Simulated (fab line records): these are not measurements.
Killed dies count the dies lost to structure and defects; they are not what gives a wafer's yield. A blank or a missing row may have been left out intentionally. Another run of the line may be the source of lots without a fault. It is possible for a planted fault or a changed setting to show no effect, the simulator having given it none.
Struck lot and sound lot, side by side :: flow nand_harc :: 15 steps out of a route of 1159
Sound: these wafers, L611.1, L611.3, L611.5. Struck: wafers L617.3, L617.5 (left out: L617.6, a lot-mate that was not struck); the cause follows at the end.
For every step that has rows: the tool of each side, followed by ch and its chambers, followed by its first start. Under that, the readings that differ: sound wafers :: struck wafers :: difference of the means :: sigmas: that difference in standard deviations of wafers without a fault.
alike: same words and numbers on both sides, and readings whose means sit less than 2 such deviations apart. not compared: any withheld reading, any reading some wafer has no value for, any bound like >300 that may hide the same value, and any number with overlapping values for which the record gives no deviation.
The two part at a step that has a row with sigmas, a row that says differs or no value, or rows on one side only. Numbers that don't overlap but have no deviation are shown without sigmas and don't part them. A reading missing from all wafers of one side parts the sides only when that side holds two or more wafers.

first, 8 steps without rows for these wafers: NHARC_THIN_TSV_DEHYDRATE_25 (time 120 s); NHARC_THIN_TSV_HMDS_26 (time 30 s); NHARC_THIN_TSV_COAT_27; NHARC_THIN_TSV_SOFTBAKE_28 (time 95 s); NHARC_THIN_TSV_EBR_29; NHARC_THIN_TSV_EXPOSE_30 (exposes mask PAD); NHARC_THIN_TSV_PEB_31 (peb time 85 s); NHARC_THIN_TSV_DEVELOP_32 (time 70 s).
NHARC_THIN_TSV_CD_MEAS_33 targets a cd of 5000 nm.
  sound on cd_sem-03 ch 0, day 18 14:42; struck on cd_sem-03 ch 0, day 20 13:45
  alike: cd_nm
then, 1 step without rows for these wafers: NHARC_THIN_TSV_HARDBAKE_34 (time 80 s).
NHARC_THIN_TSV_DESCUM_35: chemistry O2, time 3 s.
  sound on rie_diel-01 ch 0,1,2, day 18 14:52; struck on rie_diel-02 ch 1,3, day 20 13:56
  alike: drypump_motor_current_A, oes_product_au, rf_vpp_V, showerhead_plenum_p_Torr, throttle_valve_pct
  not compared: rf_hours_counter_h
NHARC_THIN_TSV_ETCH_59: etches the open film in Cl2/BCl3, target depth 880 nm, time 138.1 s.
  sound on rie_metal-03 ch 0,1, day 18 15:01; struck on rie_metal-02 ch 0,1, day 20 14:08
reading: oes_product_au (a.u.)
sound: 0.965 0.981 0.985
struck: 1.001 1.031
difference: +0.039
sigmas: +3
  alike: drypump_motor_current_A, throttle_valve_pct
  not compared: rf_hours_counter_h
NHARC_THIN_TSV_ETCH_36: etches the open film in Cl2/BCl3, target depth 65 nm, time 18.571 s.
  sound on rie_metal-03 ch 0,1, day 18 15:14; struck on rie_metal-02 ch 1, day 20 14:18
reading: oes_product_au (a.u.)
sound: 0.987 0.983 0.968
struck: 1.031 1.037
difference: +0.055
sigmas: +4

reading: over_etch_frac
sound: 0.3 0.3 0.3
struck: 0.62969 0.62969
difference: +0.32969
sigmas: 
  alike: drypump_motor_current_A
  not compared: rf_hours_counter_h
NHARC_THIN_TSV_STRIP_56: strips in O2.
  sound on plasma_asher-02 ch 0,1, day 18 15:21; struck on plasma_asher-01 ch 0, day 20 14:32
reading: heater_power_w (W)
sound: 331 337 339
struck: 382 402
difference: +56
sigmas: +2
  alike: drypump_motor_current_A
  not compared: rf_hours_counter_h
NHARC_END_SORT_01:
  sound on prober-02 ch 0, day 19 02:26; struck on prober-01 ch 0, day 21 00:32
reading: killed_at_array
sound: 17 14 16
struck: 27 37
difference: +16
sigmas: +2

reading: sort_bin_2_pct (%)
sound: 0.7 0.4 0.3
struck: 0.7 2.7
difference: +1.2
sigmas: +2
  alike: defect_limited_yield, killed_at_other, killed_at_periphery, killed_dies, killed_open, killed_short, sort_bin_3_pct, sort_bin_4_pct, sort_n_pass, sort_rim_yield_pct, sort_yield_pct

## WHERE THEY PART
Earliest at NHARC_THIN_TSV_ETCH_59; latest, in this record, at NHARC_END_SORT_01.

WHY: whatever the simulator had introduced
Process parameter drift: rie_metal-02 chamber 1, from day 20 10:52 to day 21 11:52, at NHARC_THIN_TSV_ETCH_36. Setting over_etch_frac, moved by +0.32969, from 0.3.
